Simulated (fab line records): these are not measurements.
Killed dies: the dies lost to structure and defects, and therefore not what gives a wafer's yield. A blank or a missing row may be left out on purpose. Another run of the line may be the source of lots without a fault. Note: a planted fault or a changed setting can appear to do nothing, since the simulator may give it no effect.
Which tool was responsible? + flow nand-harc + 15 lots, 42 wafers sampled, at 8 steps of a route of 1302

WHAT THE GAUGES READ, wafer by wafer
NHARC_A_ONON_D2_THK_MEAS_30: measures by ellipsometry. Usual: thk-nm at 999 nm, with a standard deviation of 9.1.
| lot  | measured     | on            | thk-nm (nm)    | flag |
|------|--------------|---------------|----------------|------|
| L130 | day 12 12:37 | film-metro-02 | 996 995 997    |      |
| L131 | day 13 08:01 | film-metro-01 | 1004 1005 1005 |      |
| L132 | day 13 22:20 | film-metro-01 | 1003 1004 1001 |      |
| L136 | day 15 18:08 | film-metro-01 | 1000 998 1000  |      |
| L138 | day 16 03:10 | film-metro-02 | 994 995 995    |      |
| L137 | day 16 17:47 | film-metro-01 | 1024 1022 1022 |      |
| L139 | day 16 23:08 | film-metro-01 | 1011 1010 1011 |      |
| L141 | day 17 13:47 | film-metro-02 | 987 990 990    |      |
| L140 | day 17 13:49 | film-metro-01 | 1004 1007 1007 |      |
| L144 | day 18 15:56 | film-metro-02 | 982 983 985    |      |
| L145 | day 18 15:58 | film-metro-01 | 997 997 998    |      |
| L146 | day 19 17:32 | film-metro-01 | 977 977 979    |      |
| L150 | day 21 00:09 | film-metro-01 | 992 992        |      |
| L151 | day 22 02:53 | film-metro-02 | 994 997        |      |
| L152 | day 22 08:49 | film-metro-01 | 998 999        |      |

NHARC_A_CHANNEL_HOLE_D2_CD_MEAS_10: target cd 100 nm. Usual: cd-nm at 100.3 nm, with a standard deviation of 0.74.
| lot  | measured     | on        | cd-nm (nm)        | flag |
|------|--------------|-----------|-------------------|------|
| L130 | day 12 16:22 | cd-sem-03 | 101.9 100.5 100.2 |      |
| L131 | day 13 12:05 | cd-sem-02 | 98.8 99.6 98.9    |      |
| L132 | day 14 04:41 | cd-sem-01 | 99.9 101.1 100.1  |      |
| L136 | day 16 03:28 | cd-sem-02 | 100.2 99.5 99.0   |      |
| L138 | day 16 09:11 | cd-sem-02 | 100.6 100.4 100.2 |      |
| L137 | day 17 02:18 | cd-sem-01 | 99.6 100.8 99.9   |      |
| L139 | day 17 04:27 | cd-sem-01 | 101.0 100.3 100.7 |      |
| L141 | day 17 18:25 | cd-sem-03 | 98.6 100.4 99.1   |      |
| L140 | day 17 20:09 | cd-sem-01 | 99.0 100.1 99.2   |      |
| L144 | day 18 19:04 | cd-sem-01 | 100.9 100.4 100.7 |      |
| L145 | day 18 21:05 | cd-sem-01 | 100.6 101.2 100.5 |      |
| L146 | day 19 21:56 | cd-sem-03 | 100.2 100.0 101.3 |      |
| L150 | day 21 06:29 | cd-sem-02 | 100.8 115.3       | OFF  |
| L151 | day 22 10:05 | cd-sem-03 | 115.4 116.7       | OFF  |
| L152 | day 22 16:13 | cd-sem-03 | 115.4 116.1       | OFF  |

NHARC_A_CHANNEL_HOLE_D2_INSPECT_12. Usual: raw-defect-count at 28, with a standard deviation of 22.
| lot  | measured     | on                | raw-defect-count | flag |
|------|--------------|-------------------|------------------|------|
| L130 | day 12 16:29 | defect-inspect-01 | 47 45 38         |      |
| L131 | day 13 12:12 | defect-inspect-01 | 47 63 52         |      |
| L132 | day 14 04:48 | defect-inspect-02 | 5 0 6            |      |
| L136 | day 16 03:36 | defect-inspect-02 | 10 7 7           |      |
| L138 | day 16 09:19 | defect-inspect-02 | 12 12 9          |      |
| L137 | day 17 02:25 | defect-inspect-02 | 16 12 9          |      |
| L139 | day 17 04:34 | defect-inspect-02 | 52 67 67         |      |
| L141 | day 17 18:32 | defect-inspect-01 | 10 13 6          |      |
| L140 | day 17 20:16 | defect-inspect-02 | 58 60 55         |      |
| L144 | day 18 19:12 | defect-inspect-01 | 55 62 58         |      |
| L145 | day 18 21:13 | defect-inspect-02 | 10 16 16         |      |
| L146 | day 19 22:03 | defect-inspect-02 | 12 21 11         |      |
| L150 | day 21 06:35 | defect-inspect-02 | 18 19            |      |
| L151 | day 22 10:12 | defect-inspect-01 | 3 3              |      |
| L152 | day 22 16:20 | defect-inspect-01 | 18 29            |      |

NHARC_A_CHANNEL_HOLE_D2_CD_MEAS_31. Usual: cd-nm at 89.4 nm, with a standard deviation of 1.7.
| lot  | measured     | on        | cd-nm (nm)     | flag |
|------|--------------|-----------|----------------|------|
| L130 | day 12 23:14 | cd-sem-03 | 89.9 91.4 90.2 |      |
| L131 | day 13 19:00 | cd-sem-03 | 89.8 88.6 87.0 |      |
| L132 | day 14 11:33 | cd-sem-03 | 91.7 93.3 88.6 |      |
| L136 | day 16 12:25 | cd-sem-01 | 87.9 85.7 88.2 |      |
| L138 | day 16 20:13 | cd-sem-02 | 89.7 89.3 87.5 |      |
| L137 | day 17 09:20 | cd-sem-03 | 88.0 91.2 87.3 |      |
| L139 | day 17 13:31 | cd-sem-01 | 88.7 89.0 89.1 |      |
| L141 | day 18 01:20 | cd-sem-01 | 85.2 90.9 87.0 |      |
| L140 | day 18 03:04 | cd-sem-01 | 89.9 88.9 89.1 |      |
| L144 | day 19 01:58 | cd-sem-02 | 89.7 93.4 90.7 |      |
| L145 | day 19 04:10 | cd-sem-03 | 88.4 91.3 90.5 |      |
| L146 | day 20 08:08 | cd-sem-02 | 88.1 88.5 91.2 |      |
| L150 | day 21 13:22 | cd-sem-01 | 88.3 105.9     | OFF  |
| L151 | day 22 18:29 | cd-sem-03 | 104.0 106.9    | OFF  |
| L152 | day 23 01:19 | cd-sem-01 | 107.0 108.3    | OFF  |

NHARC_END_WLT_00. Usual: VT_DECK1_BOTTOM 0.871, standard deviation 0.0067; VT_DECK1_BOTTOM_INNER 0.871, standard deviation 0.0073; VT_DECK1_MEDIAN_NEAR_BOTTOM 0.872, standard deviation 0.0071; VT_DECK1_MEDIAN_NEAR_BOTTOM_INNER 0.872, standard deviation 0.0073; VT_DECK1_MIDDLE 0.885, standard deviation 0.0058; VT_DECK1_MIDDLE_INNER 0.885, standard deviation 0.0063; VT_DECK1_TOP 0.897, standard deviation 0.0061; VT_DECK1_TOP_INNER 0.897, standard deviation 0.0062; VT_DECK2_BOTTOM 0.869, standard deviation 0.0078; VT_DECK2_BOTTOM_INNER 0.868, standard deviation 0.0078; VT_DECK2_MEDIAN_NEAR_BOTTOM 0.870, standard deviation 0.007; VT_DECK2_MEDIAN_NEAR_BOTTOM_INNER 0.871, standard deviation 0.0079; VT_DECK2_MIDDLE 0.883, standard deviation 0.007; VT_DECK2_MIDDLE_INNER 0.884, standard deviation 0.0064; VT_DECK2_TOP 0.896, standard deviation 0.0062; VT_DECK2_TOP_INNER 0.896, standard deviation 0.0067.
| lot  | measured     | on        | VT_DECK1_BOTTOM   | VT_DECK1_BOTTOM_INNER | VT_DECK1_MEDIAN_NEAR_BOTTOM | VT_DECK1_MEDIAN_NEAR_BOTTOM_INNER | VT_DECK1_MIDDLE   | VT_DECK1_MIDDLE_INNER | VT_DECK1_TOP      | VT_DECK1_TOP_INNER | VT_DECK2_BOTTOM   | VT_DECK2_BOTTOM_INNER | VT_DECK2_MEDIAN_NEAR_BOTTOM | VT_DECK2_MEDIAN_NEAR_BOTTOM_INNER | VT_DECK2_MIDDLE   | VT_DECK2_MIDDLE_INNER | VT_DECK2_TOP      | VT_DECK2_TOP_INNER | flag |
|------|--------------|-----------|-------------------|-----------------------|-----------------------------|-----------------------------------|-------------------|-----------------------|-------------------|--------------------|-------------------|-----------------------|-----------------------------|-----------------------------------|-------------------|-----------------------|-------------------|--------------------|------|
| L130 | day 25 22:23 | prober-01 | 0.862 0.867 0.865 | 0.864 0.859 0.863     | 0.859 0.866 0.858           | 0.865 0.867 0.867                 | 0.883 0.883 0.877 | 0.876 0.878 0.889     | 0.891 0.893 0.892 | 0.889 0.889 0.891  | 0.874 0.873 0.875 | 0.873 0.871 0.871     | 0.878 0.878 0.872           | 0.876 0.878 0.886                 | 0.889 0.893 0.876 | 0.887 0.886 0.891     | 0.895 0.894 0.899 | 0.892 0.886 0.897  |      |
| L131 | day 26 10:18 | prober-02 | 0.870 0.861 0.867 | 0.877 0.858 0.880     | 0.874 0.857 0.875           | 0.879 0.865 0.875                 | 0.880 0.879 0.887 | 0.891 0.888 0.890     | 0.897 0.893 0.900 | 0.894 0.894 0.895  | 0.874 0.876 0.866 | 0.870 0.871 0.859     | 0.874 0.870 0.865           | 0.873 0.874 0.865                 | 0.889 0.887 0.878 | 0.889 0.886 0.878     | 0.894 0.900 0.902 | 0.888 0.888 0.895  |      |
| L132 | day 26 13:31 | prober-01 | 0.883 0.877 0.876 | 0.886 0.886 0.876     | 0.881 0.885 0.874           | 0.890 0.880 0.872                 | 0.891 0.892 0.890 | 0.895 0.888 0.892     | 0.905 0.897 0.905 | 0.904 0.904 0.901  | 0.866 0.876 0.865 | 0.878 0.871 0.863     | 0.875 0.882 0.869           | 0.882 0.879 0.864                 | 0.886 0.891 0.875 | 0.884 0.892 0.884     | 0.895 0.897 0.892 | 0.889 0.904 0.894  |      |
| L136 | day 27 11:22 | prober-02 | 0.867 0.880 0.869 | 0.866 0.872 0.866     | 0.857 0.877 0.864           | 0.861 0.869 0.868                 | 0.881 0.884 0.885 | 0.878 0.880 0.883     | 0.892 0.901 0.902 | 0.892 0.894 0.898  | 0.864 0.857 0.863 | 0.864 0.852 0.862     | 0.867 0.864 0.869           | 0.866 0.858 0.873                 | 0.883 0.867 0.880 | 0.877 0.875 0.888     | 0.903 0.894 0.894 | 0.891 0.885 0.897  |      |
| L138 | day 27 11:22 | prober-01 | 0.864 0.867 0.866 | 0.859 0.861 0.862     | 0.857 0.868 0.866           | 0.863 0.866 0.869                 | 0.875 0.889 0.878 | 0.877 0.875 0.889     | 0.888 0.896 0.889 | 0.895 0.883 0.894  | 0.871 0.869 0.868 | 0.870 0.871 0.858     | 0.867 0.863 0.862           | 0.878 0.873 0.862                 | 0.877 0.884 0.883 | 0.883 0.882 0.876     | 0.892 0.902 0.895 | 0.895 0.892 0.905  |      |
| L137 | day 28 03:41 | prober-02 | 0.863 0.869 0.874 | 0.867 0.872 0.874     | 0.871 0.870 0.874           | 0.864 0.874 0.878                 | 0.878 0.889 0.883 | 0.881 0.880 0.881     | 0.892 0.898 0.906 | 0.895 0.894 0.899  | 0.859 0.874 0.855 | 0.858 0.866 0.854     | 0.871 0.877 0.861           | 0.870 0.872 0.871                 | 0.882 0.888 0.873 | 0.879 0.884 0.878     | 0.887 0.894 0.893 | 0.886 0.894 0.896  |      |
| L139 | day 28 04:11 | prober-01 | 0.878 0.869 0.869 | 0.874 0.868 0.872     | 0.874 0.863 0.884           | 0.880 0.869 0.879                 | 0.887 0.881 0.885 | 0.889 0.888 0.888     | 0.899 0.905 0.894 | 0.898 0.901 0.889  | 0.863 0.876 0.874 | 0.873 0.877 0.871     | 0.871 0.875 0.873           | 0.876 0.876 0.875                 | 0.878 0.892 0.889 | 0.893 0.895 0.894     | 0.903 0.906 0.906 | 0.904 0.897 0.909  |      |
| L141 | day 28 12:32 | prober-02 | 0.875 0.879 0.874 | 0.870 0.873 0.863     | 0.865 0.874 0.872           | 0.872 0.872 0.867                 | 0.888 0.894 0.887 | 0.885 0.879 0.889     | 0.896 0.902 0.901 | 0.902 0.901 0.904  | 0.857 0.870 0.862 | 0.855 0.874 0.861     | 0.860 0.876 0.863           | 0.850 0.870 0.858                 | 0.872 0.883 0.886 | 0.872 0.885 0.887     | 0.899 0.895 0.902 | 0.892 0.893 0.891  |      |
| L140 | day 28 19:12 | prober-02 | 0.860 0.868 0.866 | 0.862 0.864 0.863     | 0.862 0.862 0.871           | 0.857 0.861 0.869                 | 0.876 0.885 0.880 | 0.874 0.877 0.869     | 0.893 0.893 0.888 | 0.896 0.888 0.892  | 0.868 0.859 0.856 | 0.864 0.868 0.871     | 0.879 0.867 0.860           | 0.872 0.867 0.870                 | 0.884 0.882 0.884 | 0.886 0.884 0.875     | 0.893 0.894 0.893 | 0.900 0.887 0.897  |      |
| L144 | day 29 23:53 | prober-02 | 0.863 0.870 0.870 | 0.877 0.873 0.866     | 0.870 0.874 0.865           | 0.875 0.876 0.860                 | 0.887 0.881 0.885 | 0.875 0.879 0.880     | 0.898 0.895 0.890 | 0.898 0.897 0.895  | 0.869 0.876 0.873 | 0.873 0.876 0.878     | 0.872 0.872 0.875           | 0.866 0.880 0.877                 | 0.889 0.888 0.883 | 0.884 0.888 0.889     | 0.896 0.889 0.898 | 0.892 0.892 0.901  |      |
| L145 | day 30 00:23 | prober-01 | 0.871 0.861 0.871 | 0.863 0.865 0.877     | 0.869 0.865 0.873           | 0.861 0.863 0.878                 | 0.890 0.885 0.884 | 0.887 0.882 0.886     | 0.893 0.883 0.897 | 0.896 0.893 0.898  | 0.855 0.869 0.861 | 0.865 0.866 0.869     | 0.861 0.862 0.867           | 0.858 0.871 0.865                 | 0.872 0.877 0.877 | 0.877 0.881 0.878     | 0.891 0.894 0.894 | 0.893 0.892 0.884  |      |
| L146 | day 30 19:49 | prober-02 | 0.876 0.872 0.872 | 0.870 0.869 0.872     | 0.875 0.873 0.875           | 0.881 0.859 0.869                 | 0.888 0.881 0.885 | 0.883 0.878 0.892     | 0.898 0.890 0.902 | 0.890 0.897 0.900  | 0.865 0.867 0.873 | 0.877 0.868 0.875     | 0.874 0.868 0.879           | 0.865 0.875 0.881                 | 0.882 0.887 0.892 | 0.888 0.893 0.896     | 0.902 0.899 0.900 | 0.905 0.896 0.904  |      |
| L150 | day 32 16:52 | prober-01 | 0.869 0.870       | 0.870 0.878           | 0.873 0.872                 | 0.867 0.872                       | 0.887 0.885       | 0.888 0.877           | 0.895 0.895       | 0.906 0.890        | 0.855 0.906       | 0.856 0.910           | 0.860 0.908                 | 0.856 0.899                       | 0.883 0.915       | 0.879 0.917           | 0.896 0.922       | 0.895 0.923        |      |
| L151 | day 33 15:28 | prober-01 | 0.871 0.877       | 0.876 0.872           | 0.872 0.877                 | 0.868 0.886                       | 0.888 0.885       | 0.878 0.881           | 0.887 0.899       | 0.891 0.905        | 0.915 0.918       | 0.911 0.919           | 0.913 0.918                 | 0.914 0.916                       | 0.919 0.917       | 0.929 0.923           | 0.929 0.938       | 0.940 0.939        | OFF  |
| L152 | day 33 23:14 | prober-01 | 0.879 0.877       | 0.879 0.873           | 0.877 0.879                 | 0.880 0.887                       | 0.887 0.880       | 0.891 0.892           | 0.889 0.900       | 0.892 0.892        | 0.908 0.902       | 0.898 0.910           | 0.902 0.911                 | 0.915 0.911                       | 0.912 0.913       | 0.912 0.915           | 0.921 0.924       | 0.916 0.913        | OFF  |

EACH LOT AND THE TOOL THAT RAN IT (in order: tool; ch and the chambers of the sampled wafers; start)
| lot  | NHARC_A_CHANNEL_HOLE_D2_PEB_08    | NHARC_A_CHANNEL_HOLE_D2_ETCH_38    | NHARC_A_CHANNEL_HOLE_D2_XSEM_32 |
|------|-----------------------------------|------------------------------------|---------------------------------|
| L130 | litho-track-06 ch 0, day 12 16:17 | rie-diel-05 ch 1,3, day 12 16:38   | xsem-02 ch 0, day 12 23:20      |
| L131 | litho-track-01 ch 0, day 13 12:00 | rie-diel-05 ch 0,1, day 13 12:21   | xsem-01 ch 0, day 13 19:05      |
| L132 | litho-track-06 ch 0, day 14 04:36 | rie-diel-05 ch 0,1,3, day 14 04:58 | xsem-01 ch 0, day 14 11:38      |
| L136 | litho-track-01 ch 0, day 16 03:23 | rie-diel-05 ch 2,3, day 16 03:46   | xsem-01 ch 0, day 16 12:31      |
| L138 | litho-track-04 ch 0, day 16 09:07 | rie-diel-05 ch 0,1,3, day 16 09:28 | xsem-02 ch 0, day 16 20:19      |
| L137 | litho-track-01 ch 0, day 17 02:13 | rie-diel-07 ch 1,2,3, day 17 02:34 | xsem-01 ch 0, day 17 09:25      |
| L139 | litho-track-06 ch 0, day 17 04:22 | rie-diel-07 ch 1,2,3, day 17 04:43 | xsem-02 ch 0, day 17 13:36      |
| L141 | litho-track-01 ch 0, day 17 18:20 | rie-diel-05 ch 1,3, day 17 18:42   | xsem-02 ch 0, day 18 01:26      |
| L140 | litho-track-01 ch 0, day 17 20:04 | rie-diel-10 ch 1,2,3, day 17 20:26 | xsem-01 ch 0, day 18 03:09      |
| L144 | litho-track-04 ch 0, day 18 18:59 | rie-diel-05 ch 1,3, day 18 19:21   | xsem-01 ch 0, day 19 02:03      |
| L145 | litho-track-06 ch 0, day 18 21:01 | rie-diel-05 ch 0,3, day 18 21:22   | xsem-02 ch 0, day 19 04:15      |
| L146 | litho-track-06 ch 0, day 19 21:51 | rie-diel-05 ch 0,3, day 19 22:13   | xsem-02 ch 0, day 20 08:14      |
| L150 | litho-track-06 ch 0, day 21 06:23 | rie-diel-10 ch 1,2, day 21 06:44   | xsem-01 ch 0, day 21 13:28      |
| L151 | litho-track-06 ch 0, day 22 10:00 | rie-diel-05 ch 1,3, day 22 10:22   | xsem-01 ch 0, day 22 18:35      |
| L152 | litho-track-06 ch 0, day 22 16:08 | rie-diel-05 ch 0,3, day 22 16:29   | xsem-02 ch 0, day 23 01:25      |
- NHARC_A_CHANNEL_HOLE_D2_PEB_08: peb time 65 s.
- NHARC_A_CHANNEL_HOLE_D2_ETCH_38: etches the open film in CF4, target depth 39 nm, time 65 s.
- NHARC_A_CHANNEL_HOLE_D2_XSEM_32

AS READ BY THE TOOLS THEMSELVES (means over the sampled wafers that have a number; for cases with no such wafer, the mark the record gives instead)
NHARC_A_CHANNEL_HOLE_D2_PEB_08. Usual: exhaust-pa at 45.1 Pa, with a standard deviation of 0.81.
| lot  | tool           | exhaust-pa (Pa) | flag |
|------|----------------|-----------------|------|
| L130 | litho-track-06 | 45.2            |      |
| L131 | litho-track-01 | 44.9            |      |
| L132 | litho-track-06 | 46.0            |      |
| L136 | litho-track-01 | 44.5            |      |
| L138 | litho-track-04 | 45.5            |      |
| L137 | litho-track-01 | 45.6            |      |
| L139 | litho-track-06 | 44.4            |      |
| L141 | litho-track-01 | 44.0            |      |
| L140 | litho-track-01 | 46.9            |      |
| L144 | litho-track-04 | 44.3            |      |
| L145 | litho-track-06 | 45.0            |      |
| L146 | litho-track-06 | 45.8            |      |
| L150 | litho-track-06 | 44.4            |      |
| L151 | litho-track-06 | 44.8            |      |
| L152 | litho-track-06 | 45.0            |      |

NHARC_A_CHANNEL_HOLE_D2_ETCH_38. Usual: drypump-motor-current-A 5.9 A, standard deviation 0.35; oes-product-au 1.001 a.u., standard deviation 0.014; rf-vpp-V 151.2 V, standard deviation 1.1; showerhead-plenum-p-Torr 1.77 Torr, standard deviation 0.059; throttle-valve-pct 13.284 %, standard deviation 0.0098.
| lot  | tool        | drypump-motor-current-A (A) | oes-product-au (a.u.) | rf-vpp-V (V) | showerhead-plenum-p-Torr (Torr) | throttle-valve-pct (%) | flag |
|------|-------------|-----------------------------|-----------------------|--------------|---------------------------------|------------------------|------|
| L130 | rie-diel-05 | 6.2                         | 1.017                 | 152.6        | 1.82                            | 13.282                 |      |
| L131 | rie-diel-05 | 6.0                         | 0.980                 | 150.3        | 1.82                            | 13.284                 |      |
| L132 | rie-diel-05 | 6.1                         | 0.991                 | 151.0        | 1.82                            | 13.294                 |      |
| L136 | rie-diel-05 | 6.1                         | 1.008                 | 151.8        | 1.78                            | 13.277                 |      |
| L138 | rie-diel-05 | 6.1                         | 0.996                 | 151.5        | 1.82                            | 13.274                 |      |
| L137 | rie-diel-07 | 5.6                         | 1.000                 | 150.6        | 1.77                            | 13.284                 |      |
| L139 | rie-diel-07 | 5.6                         | 1.000                 | 150.8        | 1.77                            | 13.288                 |      |
| L141 | rie-diel-05 | 6.1                         | 1.016                 | 152.8        | 1.83                            | 13.289                 |      |
| L140 | rie-diel-10 | 6.2                         | 1.000                 | 149.6        | 1.66                            | 13.281                 |      |
| L144 | rie-diel-05 | 6.2                         | 0.995                 | 152.3        | 1.82                            | 13.288                 |      |
| L145 | rie-diel-05 | 6.2                         | 0.985                 | 151.4        | 1.80                            | 13.276                 |      |
| L146 | rie-diel-05 | 6.1                         | 0.986                 | 152.1        | 1.81                            | 13.280                 |      |
| L150 | rie-diel-10 | 6.2                         | 0.992                 | 148.9        | 1.65                            | 13.288                 |      |
| L151 | rie-diel-05 | 6.2                         | 0.996                 | 151.3        | 1.83                            | 13.285                 |      |
| L152 | rie-diel-05 | 6.2                         | 1.002                 | 150.6        | 1.81                            | 13.273                 |      |

NHARC_A_CHANNEL_HOLE_D2_XSEM_32. Usual: bot-cd-nm 74.0 nm, standard deviation 1.8; bow-nm 8.7 nm, standard deviation 0.34; tilt-deg 0.064 degrees, standard deviation 0.03.
| lot  | tool    | bot-cd-nm (nm) | bow-nm (nm) | tilt-deg (degrees) | flag |
|------|---------|----------------|-------------|--------------------|------|
| L130 | xsem-02 | 76.0           | 8.9         | 0.089              |      |
| L131 | xsem-01 | 72.0           | 9.1         | 0.046              |      |
| L132 | xsem-01 | 76.0           | 9.0         | 0.049              |      |
| L136 | xsem-01 | 72.0           | 9.6         | 0.077              |      |
| L138 | xsem-02 | 73.2           | 8.3         | 0.054              |      |
| L137 | xsem-01 | 73.2           | 8.4         | 0.074              |      |
| L139 | xsem-02 | 73.0           | 8.3         | 0.063              |      |
| L141 | xsem-02 | 72.2           | 8.2         | 0.031              |      |
| L140 | xsem-01 | 74.0           | 8.4         | 0.124              |      |
| L144 | xsem-01 | 75.8           | 8.6         | 0.042              |      |
| L145 | xsem-02 | 75.2           | 8.5         | 0.067              |      |
| L146 | xsem-02 | 73.7           | 8.6         | 0.107              |      |
| L150 | xsem-01 | 81.8           | 8.4         | 0.080              | OFF  |
| L151 | xsem-01 | 89.5           | 8.4         | 0.021              | OFF  |
| L152 | xsem-02 | 92.2           | 9.2         | 0.061              | OFF  |

THE ANSWER, worked out from the rows above alone
Rule: a lot is off if the mean of its wafers that have a number lies more than 3 standard deviations from the usual mean. Also off: a lot with no number at a reading for which 4 or more lots have one. Any other lot the step has rows for is counted as sound. After the gauges, taken in route order, come the tools' own readings; for these a lot's mean is taken, as printed above. At the first step where some lot is off, the reading lying furthest off is the one used; lots without a number count as furthest.
Off: L150, L151, L152, at NHARC_A_CHANNEL_HOLE_D2_CD_MEAS_10 (cd-nm).
If a tool, at a process step before that reading, ran all the lots that are off and no sound lot after the first of them, it fits. Not tried: the gauges at NHARC_A_CHANNEL_HOLE_D2_CD_MEAS_10; whatever is off there is also off at NHARC_A_CHANNEL_HOLE_D2_XSEM_32, on other tools, and gauge error can't account for it. One fits: NHARC_A_CHANNEL_HOLE_D2_PEB_08 on litho-track-06. Its last sound lot is L146 (day 19 21:51), its first lot that is off L150 (day 21 06:23): a fault that began between those two fits.

WHAT WAS PUT IN BY THE SIMULATOR
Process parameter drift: litho-track-06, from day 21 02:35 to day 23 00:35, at NHARC_A_CHANNEL_HOLE_D2_PEB_08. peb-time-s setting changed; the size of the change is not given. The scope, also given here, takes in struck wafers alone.
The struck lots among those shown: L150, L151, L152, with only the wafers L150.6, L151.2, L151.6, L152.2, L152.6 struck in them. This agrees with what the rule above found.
